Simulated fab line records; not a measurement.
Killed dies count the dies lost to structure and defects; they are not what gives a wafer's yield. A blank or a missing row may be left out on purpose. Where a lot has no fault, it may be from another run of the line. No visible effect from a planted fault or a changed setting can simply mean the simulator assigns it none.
Split-lot trial || flow n5Finfet || 21 wafers read across 7 lots, on a route 1938 steps long

THE SPLIT
At N5_BEOL_M9_ETCH_61 (etches SiARC in CF4, target depth 39 nm, time 65 s), the setting sourceW was moved away from the recipe's 545 W on 9 of the 21 wafers read, by -14.8% to +6.8%. The other wafers ran this setting at the recipe's value.

The reading comes from the split's own step.

THE READING
rfVppV, in V, at N5_BEOL_M9_ETCH_61 (etches SiARC in CF4, target depth 39 nm, time 65 s). Fault-free wafers of this fab line usually give 184.2 V, standard deviation 0.99 V.

{"wafer": "L074.2", "tool, chamber at the split": "rieDiel-05, 0", "sourceW as run, W": 481, "against the recipe": "-11.7%", "rfVppV, V": 193.0, "against lot-mates on the recipe": "+9.1"}
{"wafer": "L074.4", "tool, chamber at the split": "rieDiel-05, 2", "sourceW as run, W": 481, "against the recipe": "-11.7%", "rfVppV, V": 192.6, "against lot-mates on the recipe": "+8.7"}
{"wafer": "L074.6", "tool, chamber at the split": "rieDiel-05, 2", "sourceW as run, W": 545, "against the recipe": "recipe", "rfVppV, V": 183.9, "against lot-mates on the recipe": "-"}
{"wafer": "L075.2", "tool, chamber at the split": "rieDiel-05, 3", "sourceW as run, W": 487.8, "against the recipe": "-10.5%", "rfVppV, V": 191.7, "against lot-mates on the recipe": "+7.4"}
{"wafer": "L075.4", "tool, chamber at the split": "rieDiel-05, 2", "sourceW as run, W": 545, "against the recipe": "recipe", "rfVppV, V": 184.3, "against lot-mates on the recipe": "-"}
{"wafer": "L075.6", "tool, chamber at the split": "rieDiel-05, 2", "sourceW as run, W": 487.8, "against the recipe": "-10.5%", "rfVppV, V": 191.4, "against lot-mates on the recipe": "+7.1"}
{"wafer": "L082.3", "tool, chamber at the split": "rieDiel-05, 0", "sourceW as run, W": 545, "against the recipe": "recipe", "rfVppV, V": 183.9, "against lot-mates on the recipe": "-"}
{"wafer": "L082.4", "tool, chamber at the split": "rieDiel-05, 3", "sourceW as run, W": 545, "against the recipe": "recipe", "rfVppV, V": 184.5, "against lot-mates on the recipe": "-"}
{"wafer": "L082.6", "tool, chamber at the split": "rieDiel-05, 2", "sourceW as run, W": 464.2, "against the recipe": "-14.8%", "rfVppV, V": 195.7, "against lot-mates on the recipe": "+11.5"}
{"wafer": "L084.3", "tool, chamber at the split": "rieDiel-04, 0", "sourceW as run, W": 477.3, "against the recipe": "-12.4%", "rfVppV, V": 191.9, "against lot-mates on the recipe": "+9.0"}
{"wafer": "L084.4", "tool, chamber at the split": "rieDiel-04, 3", "sourceW as run, W": 545, "against the recipe": "recipe", "rfVppV, V": 183.1, "against lot-mates on the recipe": "-"}
{"wafer": "L084.6", "tool, chamber at the split": "rieDiel-04, 1", "sourceW as run, W": 545, "against the recipe": "recipe", "rfVppV, V": 182.7, "against lot-mates on the recipe": "-"}
{"wafer": "L086.1", "tool, chamber at the split": "rieDiel-03, 0", "sourceW as run, W": 545, "against the recipe": "recipe", "rfVppV, V": 183.0, "against lot-mates on the recipe": "-"}
{"wafer": "L086.2", "tool, chamber at the split": "rieDiel-03, 2", "sourceW as run, W": 545, "against the recipe": "recipe", "rfVppV, V": 183.7, "against lot-mates on the recipe": "-"}
{"wafer": "L086.6", "tool, chamber at the split": "rieDiel-03, 0", "sourceW as run, W": 545, "against the recipe": "recipe", "rfVppV, V": 183.3, "against lot-mates on the recipe": "-"}
{"wafer": "L095.1", "tool, chamber at the split": "rieDiel-05, 0", "sourceW as run, W": 545, "against the recipe": "recipe", "rfVppV, V": 184.8, "against lot-mates on the recipe": "-"}
{"wafer": "L095.4", "tool, chamber at the split": "rieDiel-05, 2", "sourceW as run, W": 488.7, "against the recipe": "-10.3%", "rfVppV, V": 192.1, "against lot-mates on the recipe": "+7.3"}
{"wafer": "L095.6", "tool, chamber at the split": "rieDiel-05, 0", "sourceW as run, W": 488.7, "against the recipe": "-10.3%", "rfVppV, V": 193.2, "against lot-mates on the recipe": "+8.4"}
{"wafer": "L093.1", "tool, chamber at the split": "rieDiel-03, 3", "sourceW as run, W": 545, "against the recipe": "recipe", "rfVppV, V": 184.0, "against lot-mates on the recipe": "-"}
{"wafer": "L093.2", "tool, chamber at the split": "rieDiel-03, 2", "sourceW as run, W": 545, "against the recipe": "recipe", "rfVppV, V": 184.8, "against lot-mates on the recipe": "-"}
{"wafer": "L093.4", "tool, chamber at the split": "rieDiel-03, 1", "sourceW as run, W": 582.2, "against the recipe": "+6.8%", "rfVppV, V": 180.0, "against lot-mates on the recipe": -4.4}

THE FIT
A straight line over all 21 wafers: rfVppV changes by -0.747 V for each +1% of sourceW; r = -0.99; the points scatter about the line by 0.79 V.
The same after taking each lot's own level away (the mean of its wafers on the recipe; 21 wafers): -0.735 V for each +1%; r = -1.00; scatter 0.39 V.
On that fit, the largest move of sourceW shifts the reading by 11 V.
The lots' own levels span 182.90 to 184.80 V, that is 1.9 times the standard deviation above.
So the lot-to-lot level changes the slope little: the two slopes agree.
Check: for one of the wafers moved furthest among these (-14.8%), held out of the fit, the line's prediction against its lot-mates is +10.8 V. Against them it came out at +11.5 V.
Tool readings at the split's step, against how far the setting was moved: etchRfOnTimeS r = -0.95; rfVppV r = -0.99.

FURTHER SPLITS ON THESE WAFERS
Other splits were also applied to these wafers ahead of the reading. Each is held against what the fit with the lots' levels taken away leaves over:
{"other split on the same wafers": "N5_BEOL_M9_COAT_05 spinRpm", "wafers away from the commonest value": 9, "r with rfVppV (lot level and that fit taken away)": -0.33}

THE WHOLE CHAIN: every reading that the file lists as answering this split, in the file's order
{"step": "N5_BEOL_M9_ETCH_61", "what it does": "etches SiARC in CF4, target depth 39 nm, time 65 s", "reading": "etchRfOnTimeS", "change (the file's fit)": "withheld for each +1% of the setting", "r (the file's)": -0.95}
{"step": "N5_BEOL_M9_ETCH_61", "what it does": "etches SiARC in CF4, target depth 39 nm, time 65 s", "reading": "rfVppV", "change (the file's fit)": "-0.741 V for each +1% of the setting", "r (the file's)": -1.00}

THE FILE'S OWN FIT
rfVppV changes by -0.741 V for each +1% of sourceW, r = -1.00.
